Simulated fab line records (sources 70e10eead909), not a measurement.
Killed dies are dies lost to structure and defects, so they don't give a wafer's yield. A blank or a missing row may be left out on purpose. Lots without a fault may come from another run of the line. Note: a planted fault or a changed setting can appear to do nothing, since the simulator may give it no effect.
Matching of chambers -- flow nand_harc -- cmp-03 running NHARC_P_CONTACT_CMP_24: 4 sister chambers
The step polishes, t overpolish 30 s, target thk 200 nm. 4 wafers are shown with their chamber, then 12 later ones without.

== WAFERS WITH THEIR CHAMBER ==
wafer,chamber,motor_current_A (A)
L083.2,2,11.9
L084.6,0,11.7
L086.2,1,14.5
L086.6,3,14.2

== WAFERS WITH NO CHAMBER GIVEN ==
wafer,motor_current_A (A)
L091.2,11.8
L091.4,14.0
L091.5,12.8
L092.1,13.2
L092.3,11.9
L092.6,11.6
L093.1,14.7
L093.4,11.4
L093.6,12.6
L094.1,12.0
L094.2,13.7
L094.4,14.1

== WHICH CHAMBER EACH ONE RAN IN ==
wafer,from the rows above,in truth
L091.2,can't be placed: 2 or 0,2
L091.4,can't be placed: 3 or 1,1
L091.5,can't be placed: 2 or 0 or 3 or 1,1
L092.1,can't be placed: 3 or 2 or 1 or 0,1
L092.3,can't be placed: 2 or 0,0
L092.6,can't be placed: 0 or 2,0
L093.1,can't be placed: 1 or 3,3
L093.4,can't be placed: 0 or 2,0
L093.6,can't be placed: 2 or 0 or 3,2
L094.1,can't be placed: 2 or 0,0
L094.2,can't be placed: 3 or 1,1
L094.4,can't be placed: 3 or 1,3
0 of 12 placed correctly. From these rows, 12 cannot be placed; in 12 the true chamber is one of the candidates. Number placed wrongly: 0.
How it was worked out, from the rows above alone: a wafer's distance from a chamber is the root of the sum, over the readings, of the square of ((its reading less the chamber's mean) divided by the reading's scatter). The wafer belongs to the nearest chamber; if the next one is less than 2 further off, it can't be placed. Each chamber's mean is taken over the wafers shown for it. The scatter: with one shown wafer a chamber, the root of the mean of the squares of how far each hidden wafer lies from its nearest shown one.
